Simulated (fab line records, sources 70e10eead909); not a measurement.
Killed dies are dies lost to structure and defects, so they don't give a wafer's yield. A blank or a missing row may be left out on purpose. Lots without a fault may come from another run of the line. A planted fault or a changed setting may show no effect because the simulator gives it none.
Which tool did it? | flow nand_harc | 24 lots, 72 wafers sampled, at 5 steps of a route of 1302

WHAT THE GAUGES READ, wafer by wafer
NHARC_P_M2_INSPECT_27. Usual: raw_defect_count 336, standard deviation 150.
lot  | measured     | on                | raw_defect_count | flag
L074 | day 6 16:48  | defect_inspect-01 | 441 777 628      |
L075 | day 6 19:58  | defect_inspect-02 | 370 303 516      |
L076 | day 7 07:49  | defect_inspect-02 | 536 503 451      |
L077 | day 7 19:14  | defect_inspect-02 | 531 442 340      |
L078 | day 8 06:58  | defect_inspect-01 | 516 238 258      |
L079 | day 8 12:08  | defect_inspect-01 | 502 236 409      |
L080 | day 9 05:38  | defect_inspect-02 | 269 429 244      |
L081 | day 9 16:54  | defect_inspect-02 | 151 184 253      |
L082 | day 9 21:27  | defect_inspect-01 | 838 566 716      |
L083 | day 10 14:46 | defect_inspect-02 | 217 363 386      |
L084 | day 10 19:02 | defect_inspect-02 | 229 255 206      |
L085 | day 10 22:50 | defect_inspect-02 | 388 325 563      |
L086 | day 11 10:19 | defect_inspect-02 | 188 287 183      |
L087 | day 11 21:38 | defect_inspect-01 | 253 187 239      |
L089 | day 12 16:18 | defect_inspect-02 | 337 435 352      |
L088 | day 12 18:43 | defect_inspect-02 | 737 465 615      |
L090 | day 13 12:08 | defect_inspect-02 | 217 400 469      |
L091 | day 13 14:28 | defect_inspect-01 | 259 132 137      |
L092 | day 14 00:30 | defect_inspect-02 | 299 249 281      |
L093 | day 14 09:49 | defect_inspect-02 | 153 223 186      |
L094 | day 15 01:16 | defect_inspect-02 | 386 228 299      |
L095 | day 15 05:04 | defect_inspect-02 | 299 198 214      |
L096 | day 15 18:23 | defect_inspect-02 | 241 272 219      |
L097 | day 16 04:52 | defect_inspect-01 | 173 191 156      |

NHARC_A_CHANNEL_FILL_D1_THK_MEAS_06: measures by ellipsometry. Usual: thk_nm 5.0 nm, standard deviation 0.95.
lot  | measured     | on            | thk_nm (nm) | flag
L074 | day 10 07:41 | film_metro-02 | 6.1 5.4 5.6 |
L075 | day 10 15:32 | film_metro-02 | 3.3 4.0 5.6 |
L076 | day 11 06:11 | film_metro-01 | 3.6 5.9 5.5 |
L077 | day 11 18:47 | film_metro-02 | 5.8 5.1 4.3 |
L078 | day 12 00:40 | film_metro-01 | 4.1 5.2 4.0 |
L079 | day 12 07:28 | film_metro-02 | 5.1 5.4 4.8 |
L080 | day 13 02:40 | film_metro-01 | 4.7 4.7 4.4 |
L081 | day 13 15:16 | film_metro-02 | 3.9 4.2 4.6 |
L082 | day 13 15:16 | film_metro-01 | 4.3 5.4 4.2 |
L083 | day 14 11:13 | film_metro-01 | 5.9 5.3 5.2 |
L084 | day 14 11:13 | film_metro-02 | 5.8 5.2 6.6 |
L085 | day 14 17:41 | film_metro-01 | 5.3 5.0 6.5 |
L086 | day 15 06:37 | film_metro-01 | 4.4 6.1 4.9 |
L087 | day 15 19:06 | film_metro-02 | 5.4 4.1 4.2 |
L089 | day 16 08:34 | film_metro-02 | 3.6 6.4 5.5 |
L088 | day 16 15:59 | film_metro-01 | 6.9 3.8 3.3 |
L090 | day 17 03:58 | film_metro-01 | 5.3 5.6 5.9 |
L091 | day 17 03:59 | film_metro-01 | 4.1 5.4 4.4 |
L092 | day 17 18:26 | film_metro-02 | 3.8 5.1 4.5 |
L093 | day 18 09:35 | film_metro-02 | 3.6 4.9 6.1 |
L094 | day 19 00:02 | film_metro-02 | 6.0 4.3 6.6 |
L095 | day 19 06:18 | film_metro-02 | 6.3 5.2 5.7 |
L096 | day 19 12:35 | film_metro-01 | 5.2 6.3 5.2 |
L097 | day 19 21:08 | film_metro-01 | 5.6 5.0 5.3 |

WHICH TOOL RAN EACH LOT (tool, then ch and the chambers of the sampled wafers, then the start)
lot  | NHARC_P_M2_ANNEAL_31             | NHARC_P_BONDPAD_DEP_00                    | NHARC_P_BONDPAD_ETCH_37
L074 | rtp_anneal-02 ch 0, day 6 15:59  | pecvd-04 ch 0,2, day 6 18:52 or earlier   | rie_diel-11 ch 0,2, day 6 18:52
L075 | rtp_anneal-02 ch 0, day 6 19:08  | pecvd-04 ch 1,2, day 6 20:33              | rie_diel-02 ch 0,3, day 6 22:01
L076 | rtp_anneal-01 ch 0, day 7 07:00  | pecvd-04 ch 0,1,2, day 7 08:23            | rie_diel-12 ch 2,3, day 7 09:53
L077 | rtp_anneal-02 ch 0, day 7 18:23  | pecvd-03 ch 0,2, day 7 21:17 or earlier   | rie_diel-11 ch 0,1, day 7 21:17
L078 | rtp_anneal-01 ch 0, day 8 06:19  | pecvd-01 ch 0,1,2, day 8 09:03 or earlier | rie_diel-02 ch 1,2, day 8 09:03
L079 | rtp_anneal-01 ch 0, day 8 11:26  | pecvd-03 ch 1,2, day 8 14:12 or earlier   | rie_diel-12 ch 1,3, day 8 14:12
L080 | rtp_anneal-01 ch 0, day 9 04:53  | pecvd-03 ch 0,1,2, day 9 06:15            | rie_diel-02 ch 0,3, day 9 07:36
L081 | rtp_anneal-01 ch 0, day 9 14:34  | pecvd-01 ch 1,2, day 9 17:28              | rie_diel-02 ch 0,1,2, day 9 18:52
L082 | rtp_anneal-01 ch 0, day 9 20:41  | pecvd-04 ch 0,1, day 9 22:01              | rie_diel-11 ch 1,3, day 9 23:26
L083 | rtp_anneal-01 ch 0, day 10 14:00 | pecvd-04 ch 0,2, day 10 16:53 or earlier  | rie_diel-02 ch 2,3, day 10 16:53
L084 | rtp_anneal-01 ch 0, day 10 18:13 | pecvd-04 ch 0,1,2, day 10 19:35           | rie_diel-11 ch 0,1,2, day 10 20:59
L085 | rtp_anneal-01 ch 0, day 10 22:01 | pecvd-01 ch 1,2, day 10 23:23             | rie_diel-02 ch 0,1,3, day 11 00:47
L086 | rtp_anneal-01 ch 0, day 11 09:32 | pecvd-04 ch 0,2, day 11 10:55             | rie_diel-12 ch 0,2,3, day 11 12:17
L087 | rtp_anneal-02 ch 0, day 11 20:48 | pecvd-04 ch 0,2, day 11 22:14             | rie_diel-02 ch 0,1,3, day 11 23:35
L089 | rtp_anneal-02 ch 0, day 12 15:32 | pecvd-01 ch 0,2, day 12 16:54             | rie_diel-02 ch 0,2,3, day 12 18:16
L088 | rtp_anneal-01 ch 0, day 12 17:59 | pecvd-01 ch 0,2, day 12 19:16             | rie_diel-02 ch 0,1,2, day 12 20:48
L090 | rtp_anneal-01 ch 0, day 13 11:19 | pecvd-01 ch 0,1,2, day 13 12:41           | rie_diel-12 ch 0,2,3, day 13 14:13
L091 | rtp_anneal-01 ch 0, day 13 13:42 | pecvd-01 ch 0,1,2, day 13 15:01           | rie_diel-12 ch 0,1,3, day 13 16:32
L092 | rtp_anneal-01 ch 0, day 13 23:41 | pecvd-03 ch 0,2, day 14 01:04             | rie_diel-12 ch 1,2,3, day 14 02:35
L093 | rtp_anneal-01 ch 0, day 14 09:06 | pecvd-04 ch 0,2, day 14 10:43             | rie_diel-12 ch 0,3, day 14 12:07
L094 | rtp_anneal-01 ch 0, day 15 00:27 | pecvd-01 ch 0,1,2, day 15 01:55           | rie_diel-02 ch 0,2, day 15 03:14
L095 | rtp_anneal-01 ch 0, day 15 04:15 | pecvd-03 ch 1,2, day 15 05:41             | rie_diel-11 ch 1,3, day 15 07:10
L096 | rtp_anneal-02 ch 0, day 15 17:42 | pecvd-04 ch 0,1,2, day 15 19:05           | rie_diel-11 ch 0,1, day 15 20:28
L097 | rtp_anneal-01 ch 0, day 16 03:44 | pecvd-03 ch 0,2, day 16 05:26             | rie_diel-02 ch 1,2,3, day 16 06:58
- NHARC_P_M2_ANNEAL_31: time 90 s.
- NHARC_P_BONDPAD_DEP_00: deposits SiCN, target thk 250 nm.
- NHARC_P_BONDPAD_ETCH_37: etches the open film in N2/H2, target depth 60 nm, overetch 18 nm, time 65.91 s.

WHAT THE TOOLS THEMSELVES READ (means of the sampled wafers that have a number; where no wafer has one, the mark that the record gives instead)
NHARC_P_M2_ANNEAL_31. Usual: wafer_temp_C_max 226.7, standard deviation 0.54.
lot  | tool          | wafer_temp_C_max | flag
L074 | rtp_anneal-02 | 226.0            |
L075 | rtp_anneal-02 | 225.8            |
L076 | rtp_anneal-01 | 227.0            |
L077 | rtp_anneal-02 | 225.9            |
L078 | rtp_anneal-01 | 227.0            |
L079 | rtp_anneal-01 | 226.9            |
L080 | rtp_anneal-01 | 227.2            |
L081 | rtp_anneal-01 | 227.3            |
L082 | rtp_anneal-01 | 227.0            |
L083 | rtp_anneal-01 | 227.4            |
L084 | rtp_anneal-01 | 226.8            |
L085 | rtp_anneal-01 | 226.8            |
L086 | rtp_anneal-01 | 227.1            |
L087 | rtp_anneal-02 | 226.0            |
L089 | rtp_anneal-02 | 226.0            |
L088 | rtp_anneal-01 | 226.8            |
L090 | rtp_anneal-01 | 226.8            |
L091 | rtp_anneal-01 | 226.5            |
L092 | rtp_anneal-01 | 226.5            |
L093 | rtp_anneal-01 | 227.0            |
L094 | rtp_anneal-01 | 226.5            |
L095 | rtp_anneal-01 | 227.1            |
L096 | rtp_anneal-02 | 225.8            |
L097 | rtp_anneal-01 | 227.0            |

NHARC_P_BONDPAD_DEP_00. Usual: chamber_pressure_Torr 3.000 Torr, standard deviation 0.0066; heater_power_w 596 W, standard deviation 60.
lot  | tool     | chamber_pressure_Torr (Torr) | heater_power_w (W) | flag
L074 | pecvd-04 | 3.005                        | 598                |
L075 | pecvd-04 | 2.997                        | 659                |
L076 | pecvd-04 | 2.998                        | 666                |
L077 | pecvd-03 | 2.998                        | 622                |
L078 | pecvd-01 | 3.002                        | 550                |
L079 | pecvd-03 | 3.003                        | 643                |
L080 | pecvd-03 | 3.006                        | 637                |
L081 | pecvd-01 | 2.999                        | 528                |
L082 | pecvd-04 | 3.005                        | 646                |
L083 | pecvd-04 | 2.995                        | 622                |
L084 | pecvd-04 | 2.994                        | 659                |
L085 | pecvd-01 | 3.005                        | 536                |
L086 | pecvd-04 | 2.999                        | 663                |
L087 | pecvd-04 | 3.000                        | 606                |
L089 | pecvd-01 | 3.006                        | 542                |
L088 | pecvd-01 | 2.997                        | 541                |
L090 | pecvd-01 | 2.997                        | 516                |
L091 | pecvd-01 | 2.999                        | 537                |
L092 | pecvd-03 | 3.002                        | 639                |
L093 | pecvd-04 | 2.998                        | 596                |
L094 | pecvd-01 | 3.002                        | 543                |
L095 | pecvd-03 | 2.997                        | 634                |
L096 | pecvd-04 | 3.000                        | 610                |
L097 | pecvd-03 | 2.996                        | 600                |

NHARC_P_BONDPAD_ETCH_37. Usual: drypump_motor_current_A 5.8 A, standard deviation 0.41; oes_product_au 1.000 a.u., standard deviation 0.015; rf_vpp_V 430.3 V, standard deviation 2.3; showerhead_plenum_p_Torr 2.03 Torr, standard deviation 0.083; throttle_valve_pct 14.172 %, standard deviation 0.01.
lot  | tool        | drypump_motor_current_A (A) | oes_product_au (a.u.) | rf_vpp_V (V) | showerhead_plenum_p_Torr (Torr) | throttle_valve_pct (%) | flag
L074 | rie_diel-11 | 6.5                         | 1.036                 | 432.7        | 2.15                            | 14.173                 |
L075 | rie_diel-02 | 5.8                         | 1.000                 | 430.8        | 2.06                            | 14.166                 |
L076 | rie_diel-12 | 5.4                         | 0.988                 | 430.9        | 2.05                            | 14.173                 |
L077 | rie_diel-11 | 6.3                         | 1.008                 | 430.0        | 2.02                            | 14.177                 |
L078 | rie_diel-02 | 6.1                         | 1.010                 | 428.3        | 1.93                            | 14.179                 |
L079 | rie_diel-12 | 5.3                         | 1.005                 | 432.1        | 2.07                            | 14.171                 |
L080 | rie_diel-02 | 5.9                         | 0.988                 | 430.7        | 2.04                            | 14.166                 |
L081 | rie_diel-02 | 6.0                         | 1.007                 | 428.6        | 1.96                            | 14.170                 |
L082 | rie_diel-11 | 5.8                         | 0.996                 | 430.8        | 2.04                            | 14.182                 |
L083 | rie_diel-02 | 6.1                         | 1.010                 | 429.5        | 1.98                            | 14.173                 |
L084 | rie_diel-11 | 6.3                         | 1.014                 | 431.8        | 2.10                            | 14.181                 |
L085 | rie_diel-02 | 5.8                         | 1.000                 | 429.1        | 2.01                            | 14.175                 |
L086 | rie_diel-12 | 5.5                         | 0.992                 | 430.0        | 2.04                            | 14.171                 |
L087 | rie_diel-02 | 5.8                         | 0.998                 | 430.6        | 2.01                            | 14.174                 |
L089 | rie_diel-02 | 6.0                         | 0.999                 | 429.6        | 2.01                            | 14.173                 |
L088 | rie_diel-02 | 6.0                         | 1.001                 | 427.4        | 1.96                            | 14.175                 |
L090 | rie_diel-12 | 5.5                         | 0.988                 | 430.1        | 2.04                            | 14.177                 |
L091 | rie_diel-12 | 5.6                         | 0.996                 | 430.2        | 2.03                            | 14.177                 |
L092 | rie_diel-12 | 5.5                         | 0.999                 | 431.2        | 2.04                            | 14.175                 |
L093 | rie_diel-12 | 5.4                         | 0.975                 | 430.1        | 2.07                            | 14.181                 |
L094 | rie_diel-02 | 6.1                         | 1.003                 | 428.4        | 1.98                            | 14.167                 |
L095 | rie_diel-11 | 5.8                         | 0.995                 | 430.9        | 2.03                            | 14.171                 |
L096 | rie_diel-11 | 6.5                         | 0.992                 | 431.0        | 2.06                            | 14.171                 |
L097 | rie_diel-02 | 5.9                         | 0.998                 | 429.0        | 1.99                            | 14.169                 |

THE ANSWER, worked out from the rows above alone
Rule: a lot is off if the mean of its wafers that have a number lies more than 3 standard deviations from the usual mean. A lot without any number at a reading at which 4 lots or more have one is off too. The other lots that the step has rows for count as sound. The gauges are gone through in route order, then the tools' own readings, and for those a lot's mean is taken as printed above. The first step at which some lot is off is used, and at that step the reading that is off furthest; a lot without a number counts as furthest.
No lot is off at any reading shown: from this, nothing can be told.

WHAT THE SIMULATOR HAD PUT IN
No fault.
